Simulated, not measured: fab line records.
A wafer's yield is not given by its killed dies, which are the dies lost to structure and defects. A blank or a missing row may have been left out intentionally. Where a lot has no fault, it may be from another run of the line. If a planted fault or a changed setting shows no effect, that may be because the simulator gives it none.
Matching of chambers | flow n5 finfet | N5_BEOL_M2_CMP_52 on cmp-04: 4 sister chambers
The step polishes, stops on SiOC, t overpolish 6.8 s, target thk 40 nm. 4 wafers are shown with their chamber, then 8 later ones without.

## EACH WAFER AND ITS CHAMBER
wafer  | chamber | motor current A (A)
L086.1 | 1       | 6.3
L089.1 | 3       | 7.4
L089.6 | 0       | 6.2
L090.3 | 2       | 6.9

## WAFERS MISSING THEIR CHAMBER
wafer  | motor current A (A)
L090.4 | 7.2
L090.6 | 6.4
L091.2 | 7.4
L091.5 | 6.4
L091.6 | 7.3
L097.3 | 6.7
L097.4 | 6.7
L097.5 | 6.6

## WHICH CHAMBER EACH WENT THROUGH
wafer  | from the rows above          | in truth
L090.4 | can't be placed: 3 or 2      | 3
L090.6 | can't be placed: 1 or 0      | 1
L091.2 | 3                            | 3
L091.5 | can't be placed: 1 or 0      | 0
L091.6 | can't be placed: 3 or 2      | 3
L097.3 | can't be placed: 2 or 1 or 0 | 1
L097.4 | can't be placed: 2 or 1 or 0 | 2
L097.5 | can't be placed: 1 or 2 or 0 | 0
1 of 8 placed correctly. These rows do not allow placing 7 (true chamber among the candidates in 7). Placed wrongly: 0.
How it was worked out, from the rows above alone: a wafer's distance from a chamber is the root of the sum, over the readings, of the square of ((its reading less the chamber's mean) divided by the reading's scatter). The wafer belongs to the nearest chamber; if the next one is less than 2 further off, it can't be placed. A chamber's mean is the mean of its shown wafers. The scatter: with one shown wafer a chamber, the root of the mean of the squares of how far each hidden wafer lies from its nearest shown one.
